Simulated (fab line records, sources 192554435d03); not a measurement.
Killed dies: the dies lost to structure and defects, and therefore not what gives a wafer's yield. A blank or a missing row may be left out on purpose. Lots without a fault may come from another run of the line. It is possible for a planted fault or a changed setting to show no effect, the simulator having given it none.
fab line records -- flow n5_finfet
record: lots: 24, wafers: 72, last_day: 19
route steps=1938 shown BEOL_M0_CUTY@709 BEOL_M0@729 BEOL_M1@751
lots that met no fault: from a run of the same line without faults
start_h: hours from the record's opening day to when the first of the lot's shown wafers began -- wait_h: hours since the lot's step before -- " identical to the entry in the row above -- L1.1+2: a single row standing in for several wafers -- - no value, or no start given -- * or withheld: withheld -- < > ~ a bound
route shown NAME@n: names a module that has steps shown in the file, with the first one's number in the route -- usual: mean and standard deviation over wafers with no fault -- same: alike in all rows -- chamber/n: place in a boat -- sites: each site's reading -- _std_site: standard deviation of those values -- _edge_site: outer sites' mean less inner sites' -- radius_mm: for every site, how far away it sits from the centre of the wafer -- mask NAME#n: copy n -- behind: tool/chamber where the wafer was last shaped -- hold: what put the lot on hold/how long, in hours/how the hold closed -- device: names the non-switching transistor (n, p or np) -- end of line: the route-end tests of the same wafers -- for a step that has no rows: nothing shown but its recipe -- killed: at the first sort, the dies lost to defects and structure; wafer yield is something else -- map: shows each die of a wafer: x if killed, . if not, _ if none is there
set.NAME: the setting as run; set.NAME@STEP: as run at that earlier step -- model.NAME: the simulator's own value behind a step, which no gauge read
one table for each step of the route and one row for each wafer, over a sample of lots
services: from which hour (start_h, from the record's first day; less than 0 if before it) a tool's chamber was out of use, for how many hours, and why
== steps ==
step: N5_BEOL_M0_CUTY_OVL_MEAS_58
recipe: points_per_wafer: 44
usual: M0_ABLK_OVL: -0.3/0.81
lot.wafer,tool,chamber,start_h,wait_h,M0_ABLK_OVL[nm]
L074.2,overlay-02,0,111.61,0.0,-0.5
L074.3,overlay-02,0,111.61,0.0,-0.5
L074.6,overlay-02,0,111.61,0.0,-0.7
L075.1,overlay-02,0,122.16,0.0,0.0
L075.2,overlay-02,0,122.16,0.0,0.2
L075.5,overlay-02,0,122.16,0.0,0.1
L076.2,overlay-01,0,124.12,0.0,-0.3
L076.5,overlay-01,0,124.12,0.0,0.7
L076.6,overlay-01,0,124.12,0.0,-0.5
L077.1,overlay-01,0,132.18,0.0,-0.4
L077.5,overlay-01,0,132.18,0.0,-0.3
L077.6,overlay-01,0,132.18,0.0,0.1
L078.1,overlay-02,0,136.52,0.0,-1.1
L078.3,overlay-02,0,136.52,0.0,-1.6
L078.6,overlay-02,0,136.52,0.0,-0.2
L079.3,overlay-02,0,143.16,0.0,0.7
L079.4,overlay-02,0,143.16,0.0,1.7
L079.6,overlay-02,0,143.16,0.0,0.9
L080.3,overlay-02,0,150.63,0.0,-0.5
L080.4,overlay-02,0,150.63,0.0,-0.2
L080.5,overlay-02,0,150.63,0.0,-0.4
L081.2,overlay-01,0,157.56,0.0,0.5
L081.4,overlay-01,0,157.56,0.0,0.3
L081.5,overlay-01,0,157.56,0.0,-1.0
L082.1,overlay-02,0,160.30,0.0,1.1
L082.2,overlay-02,0,160.30,0.0,0.2
L082.5,overlay-02,0,160.30,0.0,0.1
L083.3,overlay-01,0,163.27,0.0,-0.7
L083.5,overlay-01,0,163.27,0.0,-0.9
L083.6,overlay-01,0,163.27,0.0,-1.1
L084.2,overlay-02,0,178.36,0.0,-0.9
L084.4,overlay-02,0,178.36,0.0,-0.4
L084.6,overlay-02,0,178.36,0.0,0.4
L085.3,overlay-02,0,182.42,0.0,-0.2
L085.4,overlay-02,0,182.42,0.0,-0.8
L085.5,overlay-02,0,182.42,0.0,-0.2
L087.1,overlay-02,0,216.14,0.0,-0.2
L087.2,overlay-02,0,216.14,0.0,0.3
L087.3,overlay-02,0,216.14,0.0,-0.8
L086.3,overlay-01,0,222.95,0.0,-0.5
L086.4,overlay-01,0,222.95,0.0,0.4
L086.6,overlay-01,0,222.95,0.0,-0.1
L089.1,overlay-01,0,224.10,0.0,-0.1
L089.2,overlay-01,0,224.10,0.0,1.4
L089.3,overlay-01,0,224.10,0.0,1.5
L090.3,overlay-02,0,224.27,0.0,0.0
L090.4,overlay-02,0,224.27,0.0,-0.8
L090.6,overlay-02,0,224.27,0.0,-1.5
L088.1,overlay-01,0,225.10,0.0,0.1
L088.4,overlay-01,0,225.10,0.0,-1.4
L088.6,overlay-01,0,225.10,0.0,-0.5
L093.1,overlay-01,0,246.82,0.0,-0.4
L093.5,overlay-01,0,246.82,0.0,-0.2
L093.6,overlay-01,0,246.82,0.0,0.2
L091.2,overlay-01,0,251.13,0.0,0.3
L091.4,overlay-01,0,251.13,0.0,0.2
L091.6,overlay-01,0,251.13,0.0,-0.1
L094.2,overlay-01,0,253.64,0.0,-0.3
L094.3,overlay-01,0,253.64,0.0,-1.6
L094.6,overlay-01,0,253.64,0.0,-0.5
L095.2,overlay-01,0,253.80,0.0,0.9
L095.3,overlay-01,0,253.80,0.0,0.2
L095.4,overlay-01,0,253.80,0.0,0.9
L092.4,overlay-02,0,254.81,0.0,-2.0
L092.5,overlay-02,0,254.81,0.0,-1.8
L092.6,overlay-02,0,254.81,0.0,-1.2
L096.1,overlay-01,0,255.31,0.0,0.5
L096.3,overlay-01,0,255.31,0.0,-0.1
L096.5,overlay-01,0,255.31,0.0,1.2
L097.1,overlay-02,0,267.12,0.0,0.7
L097.2,overlay-02,0,267.12,0.0,-1.1
L097.3,overlay-02,0,267.12,0.0,-0.4
step: N5_BEOL_M0_DEGAS_112
recipe: ambient: vacuum, temp_c: 250, time_s: 60
usual: heater_power_w: 333/29
lot.wafer,tool,chamber,start_h,wait_h,heater_power_w
L074.2,pvd_sputter-01,-,114.91,0.4,372
L074.3,pvd_sputter-01,-,114.91,0.4,345
L074.6,pvd_sputter-01,-,114.91,0.4,350
L076.2,pvd_sputter-01,-,125.86,0.3,276
L076.5,pvd_sputter-01,-,125.86,0.3,380
L076.6,pvd_sputter-01,-,125.86,0.3,278
L075.1,pvd_sputter-01,-,126.10,0.2,281
L075.2,pvd_sputter-01,-,126.10,0.2,347
L075.5,pvd_sputter-01,-,126.10,0.2,372
L077.1,pvd_sputter-03,-,136.36,0.4,304
L077.5,pvd_sputter-03,-,136.36,0.4,295
L077.6,pvd_sputter-03,-,136.36,0.4,383
L078.1,pvd_sputter-01,-,141.38,0.5,352
L078.3,pvd_sputter-01,-,141.38,0.5,350
L078.6,pvd_sputter-01,-,141.38,0.5,351
L079.3,pvd_sputter-03,-,144.86,0.3,331
L079.4,pvd_sputter-03,-,144.86,0.3,297
L079.6,pvd_sputter-03,-,144.86,0.3,374
L080.3,pvd_sputter-01,-,153.28,0.4,346
L080.4,pvd_sputter-01,-,153.28,0.4,367
L080.5,pvd_sputter-01,-,153.28,0.4,348
L081.2,pvd_sputter-02,-,161.70,0.4,335
L081.4,pvd_sputter-02,-,161.70,0.4,325
L081.5,pvd_sputter-02,-,161.70,0.4,332
L082.1,pvd_sputter-02,-,162.00,0.5,326
L082.2,pvd_sputter-02,-,162.00,0.5,371
L082.5,pvd_sputter-02,-,162.00,0.5,330
L083.3,pvd_sputter-03,-,174.34,2.1,329
L083.5,pvd_sputter-03,-,174.34,2.1,387
L083.6,pvd_sputter-03,-,174.34,2.1,295
L084.2,pvd_sputter-03,-,181.02,0.2,333
L084.4,pvd_sputter-03,-,181.02,0.2,379
L084.6,pvd_sputter-03,-,181.02,0.2,296
L085.3,pvd_sputter-02,-,184.21,0.4,327
L085.4,pvd_sputter-02,-,184.21,0.4,322
L085.5,pvd_sputter-02,-,184.21,0.4,330
L087.1,pvd_sputter-02,-,217.92,0.0,325
L087.2,pvd_sputter-02,-,217.92,0.0,331
L087.3,pvd_sputter-02,-,217.92,0.0,336
L086.3,pvd_sputter-03,-,224.60,0.5,389
L086.4,pvd_sputter-03,-,224.60,0.5,297
L086.6,pvd_sputter-03,-,224.60,0.5,300
L089.1,pvd_sputter-02,-,225.80,0.6,333
L089.2,pvd_sputter-02,-,225.80,0.6,318
L089.3,pvd_sputter-02,-,225.80,0.6,362
L088.1,pvd_sputter-02,-,228.40,0.0,367
L088.4,pvd_sputter-02,-,228.40,0.0,321
L088.6,pvd_sputter-02,-,228.40,0.0,322
L090.3,pvd_sputter-02,-,229.40,0.5,334
L090.4,pvd_sputter-02,-,229.40,0.5,323
L090.6,pvd_sputter-02,-,229.40,0.5,370
L093.1,pvd_sputter-02,-,250.77,1.1,327
L093.5,pvd_sputter-02,-,250.77,1.1,330
L093.6,pvd_sputter-02,-,250.77,1.1,322
L091.2,pvd_sputter-02,-,253.89,0.0,319
L091.4,pvd_sputter-02,-,253.89,0.0,323
L091.6,pvd_sputter-02,-,253.89,0.0,327
L094.2,pvd_sputter-02,-,255.79,0.5,311
L094.3,pvd_sputter-02,-,255.79,0.5,321
L094.6,pvd_sputter-02,-,255.79,0.5,323
L095.2,pvd_sputter-03,-,255.87,0.4,300
L095.3,pvd_sputter-03,-,255.87,0.4,292
L095.4,pvd_sputter-03,-,255.87,0.4,383
L092.4,pvd_sputter-01,-,256.91,0.5,365
L092.5,pvd_sputter-01,-,256.91,0.5,279
L092.6,pvd_sputter-01,-,256.91,0.5,350
L096.1,pvd_sputter-02,-,257.12,0.4,329
L096.3,pvd_sputter-02,-,257.12,0.4,324
L096.5,pvd_sputter-02,-,257.12,0.4,326
L097.1,pvd_sputter-03,-,269.36,0.2,303
L097.2,pvd_sputter-03,-,269.36,0.2,372
L097.3,pvd_sputter-03,-,269.36,0.2,296
step: N5_BEOL_M0_ALD_136
recipe: material: TaN, target_thk_a: *, temp_c: 275, ald_precursor_family: PDMAT, ald_co_reactant: NH3, pressure_torr: 3, carrier_flow_sccm: 1500, pulse_time_s: 2, purge_time_s: 3, co_reactant_purge_time_s: 2, co_reactant_pulse_time_s: 3, ald_cycles: 30, precursor_vessel_temp_c: 75, precursor_vessel_pressure_torr: 26.25, precursor_vessel_carrier_sccm: 1000
usual: heater_power_w: 418/48
same: ald_cycles: 30
lot.wafer,tool,chamber,start_h,wait_h,heater_power_w
L074.2,ald_metal-02,2,115.14,0.2,376
L074.3,ald_metal-02,1,115.14,0.2,417
L074.6,ald_metal-02,0,115.14,0.2,513
L076.2,ald_metal-03,1,125.99,0.1,416
L076.5,ald_metal-03,2,125.99,0.1,427
L076.6,ald_metal-03,1,125.99,0.1,434
L075.1,ald_metal-02,0,126.34,0.2,512
L075.2,ald_metal-02,3,126.34,0.2,407
L075.5,ald_metal-02,2,126.34,0.2,372
L077.1,ald_metal-02,3,136.48,0.1,407
L077.5,ald_metal-02,0,136.48,0.1,522
L077.6,ald_metal-02,1,136.48,0.1,421
L078.1,ald_metal-02,0,141.48,0.0,521
L078.3,ald_metal-02,3,141.48,0.0,398
L078.6,ald_metal-02,2,141.48,0.0,360
L079.3,ald_metal-01,2,145.10,0.2,412
L079.4,ald_metal-01,0,145.10,0.2,450
L079.6,ald_metal-01,3,145.10,0.2,436
L080.3,ald_metal-03,1,153.38,0.0,421
L080.4,ald_metal-03,3,153.38,0.0,402
L080.5,ald_metal-03,1,153.38,0.0,429
L081.2,ald_metal-03,0,161.80,0.0,370
L081.4,ald_metal-03,1,161.80,0.0,424
L081.5,ald_metal-03,1,161.80,0.0,425
L082.1,ald_metal-01,3,162.10,0.0,429
L082.2,ald_metal-01,0,162.10,0.0,444
L082.5,ald_metal-01,2,162.10,0.0,402
L083.3,ald_metal-02,0,174.46,0.1,526
L083.5,ald_metal-02,2,174.46,0.1,380
L083.6,ald_metal-02,3,174.46,0.1,402
L084.2,ald_metal-02,3,181.13,0.1,392
L084.4,ald_metal-02,0,181.13,0.1,515
L084.6,ald_metal-02,0,181.13,0.1,509
L085.3,ald_metal-01,3,184.31,0.0,428
L085.4,ald_metal-01,0,184.31,0.0,458
L085.5,ald_metal-01,1,184.31,0.0,329
L087.1,ald_metal-02,2,218.02,0.0,365
L087.2,ald_metal-02,1,218.02,0.0,392
L087.3,ald_metal-02,3,218.02,0.0,399
L086.3,ald_metal-02,0,224.70,0.0,525
L086.4,ald_metal-02,2,224.70,0.0,380
L086.6,ald_metal-02,2,224.70,0.0,368
L089.1,ald_metal-02,1,225.96,0.1,418
L089.2,ald_metal-02,0,225.96,0.1,516
L089.3,ald_metal-02,3,225.96,0.1,387
L088.1,ald_metal-03,1,228.50,0.0,432
L088.4,ald_metal-03,3,228.50,0.0,401
L088.6,ald_metal-03,3,228.50,0.0,408
L090.3,ald_metal-02,0,229.50,0.0,528
L090.4,ald_metal-02,3,229.50,0.0,407
L090.6,ald_metal-02,2,229.50,0.0,382
L093.1,ald_metal-02,2,250.87,0.0,372
L093.5,ald_metal-02,0,250.87,0.0,515
L093.6,ald_metal-02,3,250.87,0.0,412
L091.2,ald_metal-02,1,253.99,0.0,410
L091.4,ald_metal-02,3,253.99,0.0,404
L091.6,ald_metal-02,2,253.99,0.0,373
L094.2,ald_metal-02,2,255.89,0.0,372
L094.3,ald_metal-02,0,255.89,0.0,519
L094.6,ald_metal-02,2,255.89,0.0,370
L095.2,ald_metal-03,3,255.97,0.0,419
L095.3,ald_metal-03,0,255.97,0.0,382
L095.4,ald_metal-03,1,255.97,0.0,422
L092.4,ald_metal-02,2,257.03,0.1,363
L092.5,ald_metal-02,3,257.03,0.1,392
L092.6,ald_metal-02,0,257.03,0.1,509
L096.1,ald_metal-03,2,257.22,0.0,432
L096.3,ald_metal-03,1,257.22,0.0,428
L096.5,ald_metal-03,3,257.22,0.0,417
L097.1,ald_metal-03,0,269.46,0.0,372
L097.2,ald_metal-03,1,269.46,0.0,431
L097.3,ald_metal-03,2,269.46,0.0,413
step: N5_BEOL_M0_SPUTTER_134
recipe: material: Cu, target_thk_a: 40, temp_c: -20, chamber_pressure_pa: 0.07, power_w: withheld, time_s: 7.37
usual: chuck_gas_flow_sccm: 1.26/0.051, throttle_valve_pct: 30.3/1.1
lot.wafer,tool,chamber,start_h,wait_h,chuck_gas_flow_sccm,throttle_valve_pct
L074.2,pvd_sputter-03,-,117.50,0.0,1.27,32.7
L074.3,pvd_sputter-03,-,117.50,0.0,1.25,31.2
L074.6,pvd_sputter-03,-,117.50,0.0,1.30,29.6
L076.2,pvd_sputter-01,-,126.74,0.0,1.35,29.7
L076.5,pvd_sputter-01,-,126.74,0.0,1.31,31.2
L076.6,pvd_sputter-01,-,126.74,0.0,1.25,31.2
L075.1,pvd_sputter-02,-,127.27,0.0,1.26,28.4
L075.2,pvd_sputter-02,-,127.27,0.0,1.20,29.2
L075.5,pvd_sputter-02,-,127.27,0.0,1.34,29.0
L077.1,pvd_sputter-01,-,137.34,0.0,1.25,30.2
L077.5,pvd_sputter-01,-,137.34,0.0,1.32,31.2
L077.6,pvd_sputter-01,-,137.34,0.0,1.32,29.8
L078.1,pvd_sputter-03,-,142.20,0.0,1.25,30.4
L078.3,pvd_sputter-03,-,142.20,0.0,1.23,31.2
L078.6,pvd_sputter-03,-,142.20,0.0,1.25,31.1
L079.3,pvd_sputter-01,-,147.34,0.0,1.36,31.5
L079.4,pvd_sputter-01,-,147.34,0.0,1.23,31.0
L079.6,pvd_sputter-01,-,147.34,0.0,1.22,31.3
L080.3,pvd_sputter-03,-,155.58,0.0,1.25,32.8
L080.4,pvd_sputter-03,-,155.58,0.0,1.23,31.0
L080.5,pvd_sputter-03,-,155.58,0.0,1.23,30.6
L081.2,pvd_sputter-01,-,162.73,0.0,1.29,31.0
L081.4,pvd_sputter-01,-,162.73,0.0,1.29,31.3
L081.5,pvd_sputter-01,-,162.73,0.0,1.29,29.8
L082.1,pvd_sputter-01,-,165.09,0.0,1.18,31.9
L082.2,pvd_sputter-01,-,165.09,0.0,1.20,31.3
L082.5,pvd_sputter-01,-,165.09,0.0,1.29,31.0
L083.3,pvd_sputter-01,-,175.16,0.0,1.31,30.7
L083.5,pvd_sputter-01,-,175.16,0.0,1.32,31.2
L083.6,pvd_sputter-01,-,175.16,0.0,1.20,30.2
L084.2,pvd_sputter-01,-,181.84,0.0,1.38,31.2
L084.4,pvd_sputter-01,-,181.84,0.0,1.24,29.9
L084.6,pvd_sputter-01,-,181.84,0.0,1.27,31.0
L085.3,pvd_sputter-01,-,185.26,0.0,1.27,29.7
L085.4,pvd_sputter-01,-,185.26,0.0,1.15,31.3
L085.5,pvd_sputter-01,-,185.26,0.0,1.23,31.2
L087.1,pvd_sputter-02,-,218.65,0.0,1.14,28.8
L087.2,pvd_sputter-02,-,218.65,0.0,1.31,29.2
L087.3,pvd_sputter-02,-,218.65,0.0,1.27,28.9
L086.3,pvd_sputter-02,-,225.56,0.0,1.33,28.7
L086.4,pvd_sputter-02,-,225.56,0.0,1.28,29.3
L086.6,pvd_sputter-02,-,225.56,0.0,1.25,29.4
L089.1,pvd_sputter-03,-,227.48,0.0,1.24,29.4
L089.2,pvd_sputter-03,-,227.48,0.0,1.34,32.7
L089.3,pvd_sputter-03,-,227.48,0.0,1.28,31.0
L088.1,pvd_sputter-01,-,229.25,0.0,1.30,30.0
L088.4,pvd_sputter-01,-,229.25,0.0,1.28,31.4
L088.6,pvd_sputter-01,-,229.25,0.0,1.20,31.5
L090.3,pvd_sputter-02,-,230.29,0.0,1.24,28.9
L090.4,pvd_sputter-02,-,230.29,0.0,1.25,29.4
L090.6,pvd_sputter-02,-,230.29,0.0,1.22,29.4
L093.1,pvd_sputter-03,-,251.50,0.0,1.37,31.0
L093.5,pvd_sputter-03,-,251.50,0.0,1.27,29.5
L093.6,pvd_sputter-03,-,251.50,0.0,1.27,30.4
L091.2,pvd_sputter-02,-,254.67,0.0,1.21,29.5
L091.4,pvd_sputter-02,-,254.67,0.0,1.23,28.8
L091.6,pvd_sputter-02,-,254.67,0.0,1.22,29.6
L094.2,pvd_sputter-03,-,256.57,0.0,1.24,30.4
L094.3,pvd_sputter-03,-,256.57,0.0,1.25,29.4
L094.6,pvd_sputter-03,-,256.57,0.0,1.23,32.7
L095.2,pvd_sputter-02,-,256.84,0.0,1.23,29.0
L095.3,pvd_sputter-02,-,256.84,0.0,1.31,28.7
L095.4,pvd_sputter-02,-,256.84,0.0,1.21,29.3
L092.4,pvd_sputter-01,-,257.77,0.0,1.35,31.3
L092.5,pvd_sputter-01,-,257.77,0.0,1.34,31.1
L092.6,pvd_sputter-01,-,257.77,0.0,1.29,31.3
L096.1,pvd_sputter-02,-,258.02,0.0,1.35,28.9
L096.3,pvd_sputter-02,-,258.02,0.0,1.28,28.6
L096.5,pvd_sputter-02,-,258.02,0.0,1.29,29.4
L097.1,pvd_sputter-02,-,270.36,0.0,1.34,29.0
L097.2,pvd_sputter-02,-,270.36,0.0,1.30,29.5
L097.3,pvd_sputter-02,-,270.36,0.0,1.18,29.0
step: N5_BEOL_M1_ILD_DEP_00
recipe: material: SiOC, target_thk_a: 790, temp_c: 350, precursor: DEMS/O2, pressure_torr: 5, rf_w: 500, time_s: 15.3
usual: heater_power_w: 508/86, showerhead_plenum_p_Torr: 5.697/0.017, throttle_valve_pct: 12.2/0.67
lot.wafer,tool,chamber,start_h,wait_h,heater_power_w,showerhead_plenum_p_Torr,throttle_valve_pct
L074.2,pecvd-04,1,119.03,0.0,589,5.702,12.7
L074.3,pecvd-04,0,119.03,0.0,653,5.672,13.4
L074.6,pecvd-04,2,119.03,0.0,512,5.701,11.6
L076.2,pecvd-04,1,128.34,0.0,519,5.708,12.3
L076.5,pecvd-04,2,128.34,0.0,530,5.704,11.8
L076.6,pecvd-04,0,128.34,0.0,679,5.657,13.4
L075.1,pecvd-04,0,128.58,0.0,589,5.647,13.4
L075.2,pecvd-04,1,128.58,0.0,500,5.715,12.6
L075.5,pecvd-04,2,128.58,0.0,474,5.692,11.6
L077.1,pecvd-02,1,138.57,0.0,559,5.709,12.2
L077.5,pecvd-02,0,138.57,0.0,377,5.718,12.5
L077.6,pecvd-02,1,138.57,0.0,568,5.685,12.1
L078.1,pecvd-02,0,144.16,0.0,367,5.693,12.7
L078.3,pecvd-02,1,144.16,0.0,534,5.703,11.8
L078.6,pecvd-02,0,144.16,0.0,371,5.711,12.5
L079.3,pecvd-04,2,148.69,0.0,584,5.697,11.6
L079.4,pecvd-04,0,148.69,0.0,663,5.671,13.4
L079.6,pecvd-04,1,148.69,0.0,508,5.698,12.7
L080.3,pecvd-03,2,156.92,0.0,447,5.702,12.2
L080.4,pecvd-03,2,156.92,0.0,453,5.693,11.7
L080.5,pecvd-03,1,156.92,0.0,497,5.714,11.5
L081.2,pecvd-02,2,163.96,0.0,353,5.696,11.3
L081.4,pecvd-02,0,163.96,0.0,378,5.699,12.9
L081.5,pecvd-02,1,163.96,0.0,531,5.707,11.9
L082.1,pecvd-04,0,166.33,0.0,659,5.659,13.6
L082.2,pecvd-04,2,166.33,0.0,537,5.719,11.8
L082.5,pecvd-04,0,166.33,0.0,643,5.671,13.4
L083.3,pecvd-03,0,176.47,0.0,384,5.703,11.8
L083.5,pecvd-03,2,176.47,0.0,487,5.703,12.1
L083.6,pecvd-03,0,176.47,0.0,383,5.713,11.8
L084.2,pecvd-02,2,183.08,0.0,454,5.699,11.0
L084.4,pecvd-02,0,183.08,0.0,376,5.713,12.8
L084.6,pecvd-02,2,183.08,0.0,458,5.706,11.2
L085.3,pecvd-04,1,186.76,0.0,567,5.705,12.8
L085.4,pecvd-04,0,186.76,0.0,554,5.649,13.6
L085.5,pecvd-04,1,186.76,0.0,567,5.711,12.4
L087.1,pecvd-04,2,219.88,0.0,541,5.698,11.6
L087.2,pecvd-04,0,219.88,0.0,552,5.663,13.7
L087.3,pecvd-04,1,219.88,0.0,573,5.705,12.5
L086.3,pecvd-03,0,226.83,0.1,366,5.697,11.6
L086.4,pecvd-03,1,226.83,0.1,476,5.699,11.4
L086.6,pecvd-03,1,226.83,0.1,502,5.701,11.7
L089.1,pecvd-02,1,228.77,0.0,561,5.703,12.1
L089.2,pecvd-02,2,228.77,0.0,379,5.688,11.3
L089.3,pecvd-02,0,228.77,0.0,401,5.699,12.6
L088.1,pecvd-04,1,232.15,0.0,589,5.719,12.5
L088.4,pecvd-04,0,232.15,0.0,622,5.673,13.3
L088.6,pecvd-04,2,232.15,0.0,563,5.705,11.9
L090.3,pecvd-04,0,232.61,0.0,588,5.653,13.3
L090.4,pecvd-04,2,232.61,0.0,524,5.694,11.7
L090.6,pecvd-04,1,232.61,0.0,592,5.722,12.7
L093.1,pecvd-04,0,253.20,0.0,684,5.668,13.5
L093.5,pecvd-04,2,253.20,0.0,575,5.691,11.7
L093.6,pecvd-04,0,253.20,0.0,661,5.660,13.4
L091.2,pecvd-03,1,257.50,0.0,505,5.713,11.7
L091.4,pecvd-03,0,257.50,0.0,382,5.694,11.6
L091.6,pecvd-03,0,257.50,0.0,396,5.695,12.0
L094.2,pecvd-03,0,258.09,0.0,400,5.714,11.8
L094.3,pecvd-03,1,258.09,0.0,556,5.707,11.5
L094.6,pecvd-03,0,258.09,0.0,413,5.718,11.6
L095.2,pecvd-03,0,258.55,0.0,396,5.697,11.6
L095.3,pecvd-03,0,258.55,0.0,414,5.705,11.8
L095.4,pecvd-03,1,258.55,0.0,554,5.702,11.7
L092.4,pecvd-02,2,259.16,0.1,459,5.690,11.3
L092.5,pecvd-02,1,259.16,0.1,501,5.693,12.0
L092.6,pecvd-02,0,259.16,0.1,445,5.682,12.9
L096.1,pecvd-02,2,259.25,0.0,374,5.710,11.3
L096.3,pecvd-02,0,259.25,0.0,444,5.703,12.6
L096.5,pecvd-02,1,259.25,0.0,515,5.705,11.9
L097.1,pecvd-04,0,271.60,0.0,662,5.674,13.3
L097.2,pecvd-04,2,271.60,0.0,578,5.703,11.9
L097.3,pecvd-04,1,271.60,0.0,496,5.716,12.4
step: N5_BEOL_M1_THK_MEAS_01
recipe: reads: SiOC_of_BEOL_M1_ILD_DEP_00
usual: M1_ILD_THK: 78.6/1.1
lot.wafer,tool,chamber,start_h,wait_h,M1_ILD_THK[nm]
L074.2,film_metro-02,-,119.10,0.1,76.1
L074.3,film_metro-02,-,119.10,0.1,78.2
L074.6,film_metro-02,-,119.10,0.1,79.7
L076.2,film_metro-01,-,128.41,0.1,76.8
L076.5,film_metro-01,-,128.41,0.1,79.3
L076.6,film_metro-01,-,128.41,0.1,78.0
L075.1,film_metro-02,-,128.65,0.0,79.5
L075.2,film_metro-02,-,128.65,0.0,76.5
L075.5,film_metro-02,-,128.65,0.0,79.6
L077.1,film_metro-02,-,138.64,0.0,77.4
L077.5,film_metro-02,-,138.64,0.0,79.8
L077.6,film_metro-02,-,138.64,0.0,78.1
L078.1,film_metro-01,-,144.23,0.0,78.8
L078.3,film_metro-01,-,144.23,0.0,77.9
L078.6,film_metro-01,-,144.23,0.0,79.8
L079.3,film_metro-01,-,148.76,0.1,77.8
L079.4,film_metro-01,-,148.76,0.1,78.6
L079.6,film_metro-01,-,148.76,0.1,77.8
L080.3,film_metro-01,-,156.99,0.1,77.4
L080.4,film_metro-01,-,156.99,0.1,79.0
L080.5,film_metro-01,-,156.99,0.1,77.7
L081.2,film_metro-01,-,164.03,0.1,80.5
L081.4,film_metro-01,-,164.03,0.1,81.5
L081.5,film_metro-01,-,164.03,0.1,80.2
L082.1,film_metro-02,-,166.40,0.0,78.5
L082.2,film_metro-02,-,166.40,0.0,78.8
L082.5,film_metro-02,-,166.40,0.0,79.8
L083.3,film_metro-01,-,176.54,0.1,77.3
L083.5,film_metro-01,-,176.54,0.1,78.7
L083.6,film_metro-01,-,176.54,0.1,78.6
L084.2,film_metro-01,-,183.15,0.1,78.1
L084.4,film_metro-01,-,183.15,0.1,80.3
L084.6,film_metro-01,-,183.15,0.1,79.7
L085.3,film_metro-01,-,186.82,0.1,77.5
L085.4,film_metro-01,-,186.82,0.1,79.9
L085.5,film_metro-01,-,186.82,0.1,78.3
L087.1,film_metro-01,-,219.94,0.0,78.8
L087.2,film_metro-01,-,219.94,0.0,77.5
L087.3,film_metro-01,-,219.94,0.0,76.9
L086.3,film_metro-02,-,226.90,0.1,78.5
L086.4,film_metro-02,-,226.90,0.1,78.0
L086.6,film_metro-02,-,226.90,0.1,77.2
L089.1,film_metro-02,-,228.83,0.0,79.5
L089.2,film_metro-02,-,228.83,0.0,79.4
L089.3,film_metro-02,-,228.83,0.0,78.5
L088.1,film_metro-02,-,232.22,0.0,77.6
L088.4,film_metro-02,-,232.22,0.0,81.2
L088.6,film_metro-02,-,232.22,0.0,80.3
L090.3,film_metro-01,-,232.67,0.1,78.1
L090.4,film_metro-01,-,232.67,0.1,79.6
L090.6,film_metro-01,-,232.67,0.1,78.1
L093.1,film_metro-02,-,253.26,0.0,78.2
L093.5,film_metro-02,-,253.26,0.0,79.2
L093.6,film_metro-02,-,253.26,0.0,79.4
L091.2,film_metro-01,-,257.58,0.1,76.9
L091.4,film_metro-01,-,257.58,0.1,79.1
L091.6,film_metro-01,-,257.58,0.1,78.6
L094.2,film_metro-02,-,258.18,0.1,77.5
L094.3,film_metro-02,-,258.18,0.1,78.7
L094.6,film_metro-02,-,258.18,0.1,79.1
L095.2,film_metro-01,-,258.64,0.1,77.8
L095.3,film_metro-01,-,258.64,0.1,79.2
L095.4,film_metro-01,-,258.64,0.1,78.4
L092.4,film_metro-02,-,259.21,0.0,79.2
L092.5,film_metro-02,-,259.21,0.0,78.3
L092.6,film_metro-02,-,259.21,0.0,79.0
L096.1,film_metro-02,-,259.32,0.0,79.7
L096.3,film_metro-02,-,259.32,0.0,78.5
L096.5,film_metro-02,-,259.32,0.0,79.3
L097.1,film_metro-01,-,271.67,0.0,78.2
L097.2,film_metro-01,-,271.67,0.0,78.0
L097.3,film_metro-01,-,271.67,0.0,76.6
== services ==
tool,chamber,start_h,hours,kind
pecvd-02,1,93.91,5.5,scheduled_down
pecvd-02,1,104.30,5.0,scheduled_down
pecvd-03,0,125.38,3.8,repair
pecvd-02,-,127.83,1.1,repair
ald_metal-03,1,133.61,13.1,repair
ald_metal-03,0,139.45,19.2,repair
pecvd-02,-,157.55,0.9,repair
pecvd-04,0,158.87,5.5,scheduled_down
pecvd-03,-,168.63,2.8,repair
pvd_sputter-02,-,189.66,6.6,repair
ald_metal-02,0,194.64,2.9,repair
ald_metal-01,-,205.13,8.7,pm
pecvd-04,2,221.37,2.1,scheduled_down
pecvd-03,2,222.84,7.1,repair
pecvd-03,2,229.98,-,clean
pecvd-03,2,229.98,-,consumable_replace:showerhead
pecvd-03,2,229.98,29.0,scheduled_down
pecvd-03,2,229.98,29.0,vent_cycle
ald_metal-01,3,234.58,3.0,repair
ald_metal-03,3,246.81,7.2,repair
pecvd-02,-,264.28,5.5,pm
== key ==
fault none
